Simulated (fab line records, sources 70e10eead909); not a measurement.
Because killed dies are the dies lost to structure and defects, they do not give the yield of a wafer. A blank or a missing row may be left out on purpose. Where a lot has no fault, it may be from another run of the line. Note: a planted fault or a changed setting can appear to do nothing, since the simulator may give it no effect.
fab line records || flow nand-harc
record {"lots": 6, "wafers": 16, "last-day": 32}
route steps=1302 shown A_STAIRCASE@795 END@1302
lots that met no fault: taken from a fault-free run of the same line
start-h: the number of hours between the record's first day and the start of the first shown wafer of the lot || wait-h: hours elapsed since this lot's preceding step || " repeats the value in the row above || L1.1+2: a row that stands for several wafers || - either no value or no given start || * or withheld: withheld || < > ~ a bound
route shown NAME@n: NAME is a module with steps in the file, n the number in the route of the first one || usual: mean/standard deviation of fault-free wafers || same: alike in all rows || chamber/n: place in a boat || sites: each site's reading || _std_site: their standard deviation || _edge_site: outer sites' mean less inner sites' || radius-mm: how far each site lies from the wafer's centre || mask NAME#n: copy n || behind: the most recent tool/chamber to have shaped the wafer || hold: why the lot went on hold/how many hours it stayed there/how the hold came to an end || device: the n, p or np transistor that did not switch || end of line: the tests these same wafers got at the end of their route || a step without rows: its recipe alone || killed: dies lost to structure and defects at the first sort, not the wafer's yield || map: a wafer's dies, x killed, . not, _ none there
set.NAME: the setting as run; set.NAME@STEP: as run at that earlier step || model.NAME: the simulator's own value behind a step, which no gauge read
lots at some steps of the route; a table a step, a row a wafer
services: when a tool's chamber went out of use (start-h, in hours from the record's first day, below 0 if earlier), for how many hours, and the reason
## steps
# step NHARC_A_STAIRCASE_HM_DEP_459
# recipe {"target-thk-a": 15000, "temp-c": 400, "material": "aC"}
# usual {"throttle-valve-pct": "34.999/0.0094"}
{"lot.wafer": "L947.2", "tool": "acl-dep-02", "chamber": 0, "start-h": 403.91, "wait-h": 0.7, "throttle-valve-pct": 35.019}
{"lot.wafer": "L947.3", "tool": "acl-dep-02", "chamber": 0, "start-h": 403.91, "wait-h": 0.7, "throttle-valve-pct": 35.005}
{"lot.wafer": "L947.4", "tool": "acl-dep-02", "chamber": 0, "start-h": 403.91, "wait-h": 0.7, "throttle-valve-pct": 34.986}
{"lot.wafer": "L946.1", "tool": "acl-dep-01", "chamber": 0, "start-h": 405.19, "wait-h": 1.1, "throttle-valve-pct": 35.012}
{"lot.wafer": "L946.4", "tool": "acl-dep-01", "chamber": 0, "start-h": 405.19, "wait-h": 1.1, "throttle-valve-pct": 34.999}
{"lot.wafer": "L946.5", "tool": "acl-dep-01", "chamber": 0, "start-h": 405.19, "wait-h": 1.1, "throttle-valve-pct": 34.988}
{"lot.wafer": "L951.1", "tool": "acl-dep-01", "chamber": 0, "start-h": 450.44, "wait-h": 0.1, "throttle-valve-pct": 35.003}
{"lot.wafer": "L951.5", "tool": "acl-dep-01", "chamber": 0, "start-h": 451.67, "wait-h": 1.3, "throttle-valve-pct": 34.995}
{"lot.wafer": "L952.5", "tool": "acl-dep-03", "chamber": 0, "start-h": 473.93, "wait-h": 4.3, "throttle-valve-pct": 35.014}
{"lot.wafer": "L952.6", "tool": "acl-dep-03", "chamber": 0, "start-h": 473.93, "wait-h": 4.3, "throttle-valve-pct": 35.010}
{"lot.wafer": "L960.3", "tool": "acl-dep-02", "chamber": 0, "start-h": 534.58, "wait-h": 1.5, "throttle-valve-pct": 34.999}
{"lot.wafer": "L960.5", "tool": "acl-dep-02", "chamber": 0, "start-h": 534.58, "wait-h": 1.5, "throttle-valve-pct": 35.009}
{"lot.wafer": "L960.6", "tool": "acl-dep-02", "chamber": 0, "start-h": 534.58, "wait-h": 1.5, "throttle-valve-pct": 35.008}
{"lot.wafer": "L962.1", "tool": "acl-dep-01", "chamber": 0, "start-h": 568.45, "wait-h": 1.0, "throttle-valve-pct": 34.992}
{"lot.wafer": "L962.4", "tool": "acl-dep-01", "chamber": 0, "start-h": 568.45, "wait-h": 1.0, "throttle-valve-pct": 35.000}
{"lot.wafer": "L962.6", "tool": "acl-dep-01", "chamber": 0, "start-h": 568.45, "wait-h": 1.0, "throttle-valve-pct": 34.992}
# step NHARC_A_STAIRCASE_DEP_280
# recipe {"target-thk-a": 300, "target-thk-nm": 30, "temp-c": 400, "pressure-torr": 3.5, "flow-sccm": 200, "rf-w": 350, "material": "SiON"}
# usual {"heater-power-w": "772/95", "showerhead-vpp-V": "1136/55"}
{"lot.wafer": "L947.3", "tool": "pecvd-01", "chamber": 2, "start-h": 405.47, "wait-h": 0.9, "heater-power-w": 865, "showerhead-vpp-V": 1146}
{"lot.wafer": "L947.2", "tool": "pecvd-01", "chamber": 1, "start-h": 405.47, "wait-h": 0.9, "heater-power-w": 908, "showerhead-vpp-V": 1060}
{"lot.wafer": "L947.4", "tool": "pecvd-01", "chamber": 2, "start-h": 405.47, "wait-h": 0.9, "heater-power-w": 869, "showerhead-vpp-V": 1141}
{"lot.wafer": "L946.1", "tool": "pecvd-01", "chamber": 1, "start-h": 407.12, "wait-h": 1.6, "heater-power-w": 969, "showerhead-vpp-V": 1076}
{"lot.wafer": "L946.4", "tool": "pecvd-01", "chamber": 0, "start-h": 407.12, "wait-h": 1.6, "heater-power-w": 892, "showerhead-vpp-V": 1045}
{"lot.wafer": "L946.5", "tool": "pecvd-01", "chamber": 1, "start-h": 407.12, "wait-h": 1.6, "heater-power-w": 963, "showerhead-vpp-V": 1065}
{"lot.wafer": "L951.1", "tool": "pecvd-02", "chamber": 1, "start-h": 452.31, "wait-h": 1.6, "heater-power-w": 718, "showerhead-vpp-V": 1128}
{"lot.wafer": "L951.5", "tool": "pecvd-02", "chamber": 0, "start-h": 452.31, "wait-h": 1.6, "heater-power-w": 663, "showerhead-vpp-V": 1209}
{"lot.wafer": "L952.6", "tool": "pecvd-02", "chamber": 1, "start-h": 474.69, "wait-h": 0.1, "heater-power-w": 760, "showerhead-vpp-V": 1112}
{"lot.wafer": "L952.5", "tool": "pecvd-02", "chamber": 2, "start-h": 474.69, "wait-h": 0.1, "heater-power-w": 835, "showerhead-vpp-V": 1104}
{"lot.wafer": "L960.3", "tool": "pecvd-04", "chamber": 0, "start-h": 535.86, "wait-h": 1.0, "heater-power-w": 714, "showerhead-vpp-V": 1110}
{"lot.wafer": "L960.6", "tool": "pecvd-04", "chamber": 2, "start-h": 535.86, "wait-h": 1.0, "heater-power-w": 791, "showerhead-vpp-V": 1214}
{"lot.wafer": "L960.5", "tool": "pecvd-04", "chamber": 1, "start-h": 535.86, "wait-h": 1.0, "heater-power-w": 781, "showerhead-vpp-V": 1137}
{"lot.wafer": "L962.1", "tool": "pecvd-04", "chamber": 1, "start-h": 570.31, "wait-h": 1.6, "heater-power-w": 778, "showerhead-vpp-V": 1121}
{"lot.wafer": "L962.4", "tool": "pecvd-04", "chamber": 1, "start-h": 570.31, "wait-h": 1.6, "heater-power-w": 795, "showerhead-vpp-V": 1129}
{"lot.wafer": "L962.6", "tool": "pecvd-04", "chamber": 2, "start-h": 570.31, "wait-h": 1.6, "heater-power-w": 847, "showerhead-vpp-V": 1235}
# step NHARC_A_STAIRCASE_DEHYDRATE_281
# recipe {"temp-c": 150, "time-s": 120}
# step NHARC_A_STAIRCASE_HMDS_282
# recipe {"time-s": 30}
# step NHARC_A_STAIRCASE_COAT_283
# recipe {"spin-rpm": 1200}
# step NHARC_A_STAIRCASE_SOFTBAKE_284
# recipe {"temp-c": 135, "time-s": 170}
# step NHARC_A_STAIRCASE_EBR_285
# step NHARC_A_STAIRCASE_EXPOSE_286
# recipe {"na": 0.5, "dose-mj": 25.01, "mask-id": "CHOP_100"}
# step NHARC_A_STAIRCASE_PEB_287
# recipe {"peb-temp-c": 115, "peb-time-s": 130}
# step NHARC_A_STAIRCASE_DEVELOP_288
# recipe {"time-s": 140}
# step NHARC_A_STAIRCASE_HARDBAKE_290
# recipe {"temp-c": 120, "time-s": 140}
# step NHARC_A_STAIRCASE_DESCUM_291
# recipe {"time-s": 3, "o2-flow-sccm": 200, "ar-flow-sccm": 0, "bias-power-w": 0, "chemistry": "O2"}
# usual {"drypump-motor-current-A": "5.94/0.25", "oes-product-au": "1.002/0.01", "rf-vpp-V": "57.6/0.91", "run-length-s": "23.89/0.29", "showerhead-plenum-p-Torr": "1.87/0.093", "throttle-valve-pct": "11.311/0.0098"}
{"lot.wafer": "L947.2", "tool": "rie-diel-06", "chamber": 2, "start-h": 406.65, "wait-h": "-", "drypump-motor-current-A": 6.20, "oes-product-au": 0.984, "rf-hours-counter-h": 27, "rf-vpp-V": 57.1, "run-length-s": 23.74, "showerhead-plenum-p-Torr": 1.84, "throttle-valve-pct": 11.296}
{"lot.wafer": "L947.3", "tool": "rie-diel-06", "chamber": 0, "start-h": 406.65, "wait-h": "-", "drypump-motor-current-A": 5.16, "oes-product-au": 0.985, "rf-hours-counter-h": 28, "rf-vpp-V": 58.8, "run-length-s": 23.47, "showerhead-plenum-p-Torr": 1.92, "throttle-valve-pct": 11.287}
{"lot.wafer": "L947.4", "tool": "rie-diel-06", "chamber": 1, "start-h": 406.65, "wait-h": "-", "drypump-motor-current-A": 6.04, "oes-product-au": 1.013, "rf-hours-counter-h": 10, "rf-vpp-V": 56.1, "run-length-s": 23.95, "showerhead-plenum-p-Torr": 1.98, "throttle-valve-pct": 11.310}
{"lot.wafer": "L946.1", "tool": "rie-diel-02", "chamber": 0, "start-h": 407.96, "wait-h": "-", "drypump-motor-current-A": 5.93, "oes-product-au": 0.993, "rf-hours-counter-h": 2, "rf-vpp-V": 57.3, "run-length-s": 23.65, "showerhead-plenum-p-Torr": 1.80, "throttle-valve-pct": 11.313}
{"lot.wafer": "L946.4", "tool": "rie-diel-02", "chamber": 1, "start-h": 407.96, "wait-h": "-", "drypump-motor-current-A": 5.80, "oes-product-au": 0.992, "rf-hours-counter-h": 2, "rf-vpp-V": 56.4, "run-length-s": 23.66, "showerhead-plenum-p-Torr": 1.83, "throttle-valve-pct": 11.302}
{"lot.wafer": "L946.5", "tool": "rie-diel-02", "chamber": 0, "start-h": 407.96, "wait-h": "-", "drypump-motor-current-A": 5.94, "oes-product-au": 1.002, "rf-hours-counter-h": "-", "rf-vpp-V": 56.0, "run-length-s": 23.56, "showerhead-plenum-p-Torr": 1.80, "throttle-valve-pct": 11.320}
{"lot.wafer": "L951.1", "tool": "rie-diel-06", "chamber": 0, "start-h": 454.94, "wait-h": "-", "drypump-motor-current-A": 5.16, "oes-product-au": 0.989, "rf-hours-counter-h": 42, "rf-vpp-V": 58.5, "run-length-s": 25.22, "showerhead-plenum-p-Torr": 1.91, "throttle-valve-pct": 11.317}
{"lot.wafer": "L951.5", "tool": "rie-diel-06", "chamber": 2, "start-h": 454.94, "wait-h": "-", "drypump-motor-current-A": 6.23, "oes-product-au": 0.994, "rf-hours-counter-h": "-", "rf-vpp-V": 58.6, "run-length-s": 25.34, "showerhead-plenum-p-Torr": 1.84, "throttle-valve-pct": 11.322}
{"lot.wafer": "L952.6", "tool": "rie-diel-06", "chamber": 2, "start-h": 475.59, "wait-h": "-", "drypump-motor-current-A": 6.21, "oes-product-au": 0.983, "rf-hours-counter-h": "-", "rf-vpp-V": 58.0, "run-length-s": 25.19, "showerhead-plenum-p-Torr": 1.83, "throttle-valve-pct": 11.323}
{"lot.wafer": "L952.5", "tool": "rie-diel-06", "chamber": 3, "start-h": 475.59, "wait-h": "-", "drypump-motor-current-A": 5.77, "oes-product-au": 1.012, "rf-hours-counter-h": "-", "rf-vpp-V": 58.7, "run-length-s": 25.41, "showerhead-plenum-p-Torr": 2.06, "throttle-valve-pct": 11.294}
{"lot.wafer": "L960.3", "tool": "rie-diel-02", "chamber": 3, "start-h": 536.83, "wait-h": "-", "drypump-motor-current-A": 6.07, "oes-product-au": 1.001, "rf-hours-counter-h": 43, "rf-vpp-V": 58.2, "run-length-s": 24.20, "showerhead-plenum-p-Torr": 1.79, "throttle-valve-pct": 11.308}
{"lot.wafer": "L960.5", "tool": "rie-diel-02", "chamber": 1, "start-h": 536.83, "wait-h": "-", "drypump-motor-current-A": 5.81, "oes-product-au": 1.015, "rf-hours-counter-h": "-", "rf-vpp-V": 57.7, "run-length-s": 23.62, "showerhead-plenum-p-Torr": 1.82, "throttle-valve-pct": 11.308}
{"lot.wafer": "L960.6", "tool": "rie-diel-02", "chamber": 2, "start-h": 536.83, "wait-h": "-", "drypump-motor-current-A": 6.10, "oes-product-au": 1.013, "rf-hours-counter-h": "-", "rf-vpp-V": 57.9, "run-length-s": 24.16, "showerhead-plenum-p-Torr": 1.91, "throttle-valve-pct": 11.319}
{"lot.wafer": "L962.1", "tool": "rie-diel-06", "chamber": 3, "start-h": 571.20, "wait-h": "-", "drypump-motor-current-A": 5.76, "oes-product-au": 0.995, "rf-hours-counter-h": 27, "rf-vpp-V": 57.9, "run-length-s": 24.42, "showerhead-plenum-p-Torr": 2.05, "throttle-valve-pct": 11.302}
{"lot.wafer": "L962.4", "tool": "rie-diel-06", "chamber": 3, "start-h": 571.20, "wait-h": "-", "drypump-motor-current-A": 5.76, "oes-product-au": 1.000, "rf-hours-counter-h": "-", "rf-vpp-V": 59.4, "run-length-s": 23.76, "showerhead-plenum-p-Torr": 2.05, "throttle-valve-pct": 11.313}
{"lot.wafer": "L962.6", "tool": "rie-diel-06", "chamber": 2, "start-h": 571.20, "wait-h": "-", "drypump-motor-current-A": 6.22, "oes-product-au": 1.013, "rf-hours-counter-h": "-", "rf-vpp-V": 57.1, "run-length-s": 23.76, "showerhead-plenum-p-Torr": 1.83, "throttle-valve-pct": 11.319}
# step NHARC_A_STAIRCASE_ETCH_292
# recipe {"cf4-flow-sccm": 100, "chf3-flow-sccm": 30, "ar-flow-sccm": 0, "rf-w": 500, "bias-w": 200, "chemistry": "CF4/CHF3"}
# usual {"cf4-flow-sccm": "100.03/0.27", "drypump-motor-current-A": "5.90/0.28", "oes-product-au": "0.937/0.02", "rf-vpp-V": "369.5/2.6", "showerhead-plenum-p-Torr": "1.54/0.072", "throttle-valve-pct": "16.802/0.0099"}
{"lot.wafer": "L947.3", "tool": "rie-diel-06", "chamber": 3, "start-h": 406.91, "wait-h": 0.2, "cf4-flow-sccm": 100.21, "drypump-motor-current-A": 5.78, "oes-product-au": 0.934, "rf-hours-counter-h": 27, "rf-vpp-V": 374.4, "showerhead-plenum-p-Torr": 1.69, "throttle-valve-pct": 16.793}
{"lot.wafer": "L947.2", "tool": "rie-diel-06", "chamber": 0, "start-h": 406.91, "wait-h": 0.2, "cf4-flow-sccm": 100.16, "drypump-motor-current-A": 5.12, "oes-product-au": 0.911, "rf-hours-counter-h": 28, "rf-vpp-V": 371.3, "showerhead-plenum-p-Torr": 1.57, "throttle-valve-pct": 16.806}
{"lot.wafer": "L947.4", "tool": "rie-diel-06", "chamber": 2, "start-h": 406.91, "wait-h": 0.2, "cf4-flow-sccm": 99.75, "drypump-motor-current-A": 6.20, "oes-product-au": 0.909, "rf-hours-counter-h": 28, "rf-vpp-V": 368.5, "showerhead-plenum-p-Torr": 1.52, "throttle-valve-pct": 16.802}
{"lot.wafer": "L946.4", "tool": "rie-diel-02", "chamber": 2, "start-h": 408.04, "wait-h": 0.1, "cf4-flow-sccm": 100.31, "drypump-motor-current-A": 6.09, "oes-product-au": 0.980, "rf-hours-counter-h": 4, "rf-vpp-V": 371.2, "showerhead-plenum-p-Torr": 1.58, "throttle-valve-pct": 16.800}
{"lot.wafer": "L946.1", "tool": "rie-diel-02", "chamber": 3, "start-h": 408.04, "wait-h": 0.1, "cf4-flow-sccm": 100.19, "drypump-motor-current-A": 6.09, "oes-product-au": 0.949, "rf-hours-counter-h": 4, "rf-vpp-V": 367.1, "showerhead-plenum-p-Torr": 1.48, "throttle-valve-pct": 16.821}
{"lot.wafer": "L946.5", "tool": "rie-diel-02", "chamber": 2, "start-h": 408.04, "wait-h": 0.1, "cf4-flow-sccm": 99.85, "drypump-motor-current-A": 6.09, "oes-product-au": 0.989, "rf-hours-counter-h": "-", "rf-vpp-V": 371.5, "showerhead-plenum-p-Torr": 1.58, "throttle-valve-pct": 16.796}
{"lot.wafer": "L951.1", "tool": "rie-diel-06", "chamber": 1, "start-h": 455.06, "wait-h": 0.1, "cf4-flow-sccm": 100.08, "drypump-motor-current-A": 6.00, "oes-product-au": 0.949, "rf-hours-counter-h": 26, "rf-vpp-V": 371.3, "showerhead-plenum-p-Torr": 1.62, "throttle-valve-pct": 16.809}
{"lot.wafer": "L951.5", "tool": "rie-diel-06", "chamber": 0, "start-h": 455.06, "wait-h": 0.1, "cf4-flow-sccm": 100.03, "drypump-motor-current-A": 5.14, "oes-product-au": 0.941, "rf-hours-counter-h": "-", "rf-vpp-V": 370.1, "showerhead-plenum-p-Torr": 1.57, "throttle-valve-pct": 16.803}
{"lot.wafer": "L952.5", "tool": "rie-diel-06", "chamber": 3, "start-h": 475.68, "wait-h": 0.1, "cf4-flow-sccm": 100.45, "drypump-motor-current-A": 5.75, "oes-product-au": 0.930, "rf-hours-counter-h": "-", "rf-vpp-V": 373.6, "showerhead-plenum-p-Torr": 1.69, "throttle-valve-pct": 16.819}
{"lot.wafer": "L952.6", "tool": "rie-diel-06", "chamber": 0, "start-h": 475.68, "wait-h": 0.1, "cf4-flow-sccm": 99.76, "drypump-motor-current-A": 5.16, "oes-product-au": 0.916, "rf-hours-counter-h": "-", "rf-vpp-V": 370.0, "showerhead-plenum-p-Torr": 1.57, "throttle-valve-pct": 16.826}
{"lot.wafer": "L960.3", "tool": "rie-diel-02", "chamber": 3, "start-h": 536.92, "wait-h": 0.1, "cf4-flow-sccm": 100.11, "drypump-motor-current-A": 6.14, "oes-product-au": 0.916, "rf-hours-counter-h": 43, "rf-vpp-V": 367.4, "showerhead-plenum-p-Torr": 1.47, "throttle-valve-pct": 16.797}
{"lot.wafer": "L960.6", "tool": "rie-diel-02", "chamber": 0, "start-h": 536.92, "wait-h": 0.1, "cf4-flow-sccm": 99.68, "drypump-motor-current-A": 5.91, "oes-product-au": 0.922, "rf-hours-counter-h": "-", "rf-vpp-V": 366.5, "showerhead-plenum-p-Torr": 1.47, "throttle-valve-pct": 16.814}
{"lot.wafer": "L960.5", "tool": "rie-diel-02", "chamber": 1, "start-h": 536.92, "wait-h": 0.1, "cf4-flow-sccm": 100.07, "drypump-motor-current-A": 5.82, "oes-product-au": 0.924, "rf-hours-counter-h": "-", "rf-vpp-V": 368.1, "showerhead-plenum-p-Torr": 1.50, "throttle-valve-pct": 16.823}
{"lot.wafer": "L962.1", "tool": "rie-diel-06", "chamber": 1, "start-h": 571.32, "wait-h": 0.1, "cf4-flow-sccm": 99.72, "drypump-motor-current-A": 6.01, "oes-product-au": 0.936, "rf-hours-counter-h": 24, "rf-vpp-V": 371.9, "showerhead-plenum-p-Torr": 1.61, "throttle-valve-pct": 16.816}
{"lot.wafer": "L962.6", "tool": "rie-diel-06", "chamber": 1, "start-h": 571.32, "wait-h": 0.1, "cf4-flow-sccm": 99.80, "drypump-motor-current-A": 6.03, "oes-product-au": 0.947, "rf-hours-counter-h": "-", "rf-vpp-V": 370.9, "showerhead-plenum-p-Torr": 1.61, "throttle-valve-pct": 16.800}
{"lot.wafer": "L962.4", "tool": "rie-diel-06", "chamber": 2, "start-h": 571.32, "wait-h": 0.1, "cf4-flow-sccm": 100.11, "drypump-motor-current-A": 6.21, "oes-product-au": 0.930, "rf-hours-counter-h": "-", "rf-vpp-V": 365.7, "showerhead-plenum-p-Torr": 1.51, "throttle-valve-pct": 16.805}
# step NHARC_END_SORT_01
# recipe {"temp-c": 25}
# usual {"killed-at-array": "58/20", "killed-at-other": "0.8/1", "killed-at-periphery": "4.6/2.8", "killed-dies": "63/19", "killed-open": "3.4/2", "killed-short": "2.4/1.8"}
# same {"gross-dies": 677}
{"lot.wafer": "L946.1", "tool": "prober-02", "chamber": 0, "start-h": 588.03, "wait-h": 2.5, "killed-at-array": 101, "killed-at-other": 0, "killed-at-periphery": 5, "killed-dies": 106, "killed-open": 4, "killed-short": 3}
{"lot.wafer": "L946.4", "tool": "prober-02", "chamber": 0, "start-h": 590.44, "wait-h": 3.4, "killed-at-array": 77, "killed-at-other": 0, "killed-at-periphery": 9, "killed-dies": 86, "killed-open": 1, "killed-short": 2}
{"lot.wafer": "L946.5", "tool": "prober-02", "chamber": 0, "start-h": 591.24, "wait-h": 3.7, "killed-at-array": 102, "killed-at-other": 0, "killed-at-periphery": 3, "killed-dies": 105, "killed-open": 5, "killed-short": 3}
{"lot.wafer": "L952.5", "tool": "prober-01", "chamber": 0, "start-h": 652.33, "wait-h": 3.7, "killed-at-array": 60, "killed-at-other": 0, "killed-at-periphery": 8, "killed-dies": 68, "killed-open": 3, "killed-short": 4}
{"lot.wafer": "L952.6", "tool": "prober-01", "chamber": 0, "start-h": 653.13, "wait-h": 4.0, "killed-at-array": 55, "killed-at-other": 3, "killed-at-periphery": 6, "killed-dies": 64, "killed-open": 3, "killed-short": 4}
{"lot.wafer": "L962.1", "tool": "prober-01", "chamber": 0, "start-h": 769.25, "wait-h": 2.5, "killed-at-array": 86, "killed-at-other": 1, "killed-at-periphery": 1, "killed-dies": 88, "killed-open": 2, "killed-short": 2}
{"lot.wafer": "L962.4", "tool": "prober-01", "chamber": 0, "start-h": 771.67, "wait-h": 3.4, "killed-at-array": 53, "killed-at-other": 0, "killed-at-periphery": 3, "killed-dies": 56, "killed-open": 6, "killed-short": 2}
{"lot.wafer": "L962.6", "tool": "prober-01", "chamber": 0, "start-h": 773.28, "wait-h": 4.0, "killed-at-array": 93, "killed-at-other": 1, "killed-at-periphery": 1, "killed-dies": 95, "killed-open": 4, "killed-short": 4}
# killed by level:class
L946.1 A_CHANNEL_HOLE_D2:chamber-film-flake=33 A_SLIT:chamber-film-flake=28 A_CHANNEL_HOLE_D1:chamber-film-flake=19 A_CONTACT:chamber-film-flake=9 P_M1:chamber-film-flake=4 A_ONON_D2:geometric-particle:short=2 A_ZERO_WELL:chamber-film-flake=2 P_M0:geometric-particle:open=1
L946.4 A_CHANNEL_HOLE_D2:chamber-film-flake=30 A_CHANNEL_HOLE_D1:chamber-film-flake=20 A_SLIT:chamber-film-flake=12 P_GATE:chamber-film-flake=6 A_CONTACT:chamber-film-flake=3 A_SGD_CUT:chamber-film-flake=2 A_DECK1_JOINT:chamber-film-flake=2 A_CONTACT:unspecified=2
L946.5 A_SLIT:chamber-film-flake=37 A_CHANNEL_HOLE_D2:chamber-film-flake=34 A_CHANNEL_HOLE_D1:chamber-film-flake=19 P_M1:chamber-film-flake=3 A_ONON_D2:geometric-particle:short=2 A_M0:geometric-particle:open=2 A_CONTACT:chamber-film-flake=2 A_ONON_D1:geometric-particle:open=1
L952.5 A_CHANNEL_HOLE_D1:chamber-film-flake=34 A_CHANNEL_HOLE_D2:chamber-film-flake=9 A_CONTACT:chamber-film-flake=4 P_ZERO_WELL:chamber-film-flake=3 P_CONTACT:chamber-film-flake=3 A_STAIRCASE:chamber-film-flake=3 A_ZERO_WELL:chamber-film-flake=2 A_DECK1_JOINT:geometric-particle:open=1
L952.6 A_CHANNEL_HOLE_D1:chamber-film-flake=21 A_CHANNEL_HOLE_D2:chamber-film-flake=15 A_CONTACT:chamber-film-flake=5 P_CONTACT:chamber-film-flake=3 P_M2:chamber-film-flake=3 THIN_TSV:chamber-film-flake=3 A_CHANNEL_FILL_D1:geometric-particle:short=2 A_SLIT:chamber-film-flake=2
L962.1 A_SLIT:chamber-film-flake=37 A_CHANNEL_HOLE_D1:chamber-film-flake=32 A_CHANNEL_HOLE_D2:chamber-film-flake=5 A_STAIRCASE:chamber-film-flake=3 A_CONTACT:chamber-film-flake=3 A_WL_FILL:chamber-film-flake=2 A_CHANNEL_FILL_D1:geometric-particle:short=1 A_DECK1_JOINT:geometric-particle:short=1
L962.4 A_CHANNEL_HOLE_D1:chamber-film-flake=17 A_SLIT:chamber-film-flake=16 A_STAIRCASE:chamber-film-flake=4 A_WL_FILL:chamber-film-flake=4 A_CONTACT:geometric-particle:open=3 A_CHANNEL_HOLE_D2:chamber-film-flake=3 P_CONTACT:geometric-particle:open=2 A_CONTACT:chamber-film-flake=2
L962.6 A_CHANNEL_HOLE_D1:chamber-film-flake=35 A_SLIT:chamber-film-flake=35 A_CONTACT:chamber-film-flake=5 A_WL_FILL:chamber-film-flake=4 A_CHANNEL_HOLE_D2:chamber-film-flake=3 A_DECK1_JOINT:geometric-particle:open=2 A_STAIRCASE:chamber-film-flake=2 P_GATE:geometric-particle:open=1
## services
{"tool": "rie-diel-06", "chamber": 0, "start-h": 390.87, "hours": "-", "kind": "clean"}
{"tool": "rie-diel-06", "chamber": 1, "start-h": 390.87, "hours": "-", "kind": "clean"}
{"tool": "rie-diel-06", "chamber": 2, "start-h": 390.87, "hours": "-", "kind": "clean"}
{"tool": "rie-diel-06", "chamber": 3, "start-h": 390.87, "hours": "-", "kind": "clean"}
{"tool": "rie-diel-02", "chamber": "-", "start-h": 393.77, "hours": 9.0, "kind": "pm"}
{"tool": "pecvd-04", "chamber": "-", "start-h": 403.19, "hours": 1.4, "kind": "repair"}
{"tool": "pecvd-02", "chamber": 1, "start-h": 405.17, "hours": 5.9, "kind": "repair"}
{"tool": "pecvd-02", "chamber": "-", "start-h": 408.40, "hours": 13.0, "kind": "pm"}
{"tool": "pecvd-04", "chamber": "-", "start-h": 411.81, "hours": 0.8, "kind": "repair"}
{"tool": "rie-diel-06", "chamber": 0, "start-h": 415.40, "hours": "-", "kind": "clean"}
{"tool": "rie-diel-06", "chamber": 1, "start-h": 415.40, "hours": "-", "kind": "clean"}
{"tool": "rie-diel-06", "chamber": 2, "start-h": 415.40, "hours": "-", "kind": "clean"}
{"tool": "acl-dep-02", "chamber": "-", "start-h": 426.80, "hours": 13.0, "kind": "pm"}
{"tool": "pecvd-04", "chamber": "-", "start-h": 450.00, "hours": 13.0, "kind": "pm"}
{"tool": "acl-dep-03", "chamber": "-", "start-h": 483.10, "hours": 13.0, "kind": "pm"}
{"tool": "rie-diel-06", "chamber": "-", "start-h": 485.34, "hours": 9.0, "kind": "pm"}
{"tool": "pecvd-01", "chamber": "-", "start-h": 492.08, "hours": 0.7, "kind": "repair"}
{"tool": "pecvd-01", "chamber": "-", "start-h": 492.79, "hours": 13.0, "kind": "pm"}
{"tool": "rie-diel-02", "chamber": 2, "start-h": 500.57, "hours": 1.9, "kind": "repair"}
{"tool": "rie-diel-06", "chamber": 0, "start-h": 524.67, "hours": 9.9, "kind": "repair"}
{"tool": "acl-dep-01", "chamber": "-", "start-h": 548.63, "hours": 13.0, "kind": "pm"}
{"tool": "rie-diel-06", "chamber": 1, "start-h": 551.05, "hours": 2.3, "kind": "repair"}
{"tool": "pecvd-04", "chamber": 0, "start-h": 562.97, "hours": 4.6, "kind": "repair"}
{"tool": "rie-diel-06", "chamber": 0, "start-h": 565.19, "hours": 10.4, "kind": "repair"}
## key
first-sign {"step": "NHARC_A_STAIRCASE_DESCUM_291", "reading": "run-length-s", "direction": "up", "sigmas": 4.8, "usual": "*", "struck": "*"}
effect none on later readings
met-at NHARC_A_STAIRCASE_DESCUM_291
struck-wafers L951.1,L951.5,L952.5,L952.6
tester-left-out L951,L952
onset-between 406.65 454.94
fault {"kind": "process-parameter-drift", "tool": "rie-diel-06", "chamber": "-", "onset-h": 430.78, "steps": "NHARC_A_STAIRCASE_DESCUM_291", "channel": "time-s", "offset": "*", "shape": "step", "end-h": 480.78, "acts-in": "*", "stated": "*"}
# tester-left-out: of these lots the tester's yield and bins aren't shown, on N5 and GAA mostly nor the transistor test; their killed dies are dies lost to structure and defects alone, not to doping, threshold or leakage, so they don't give the yield
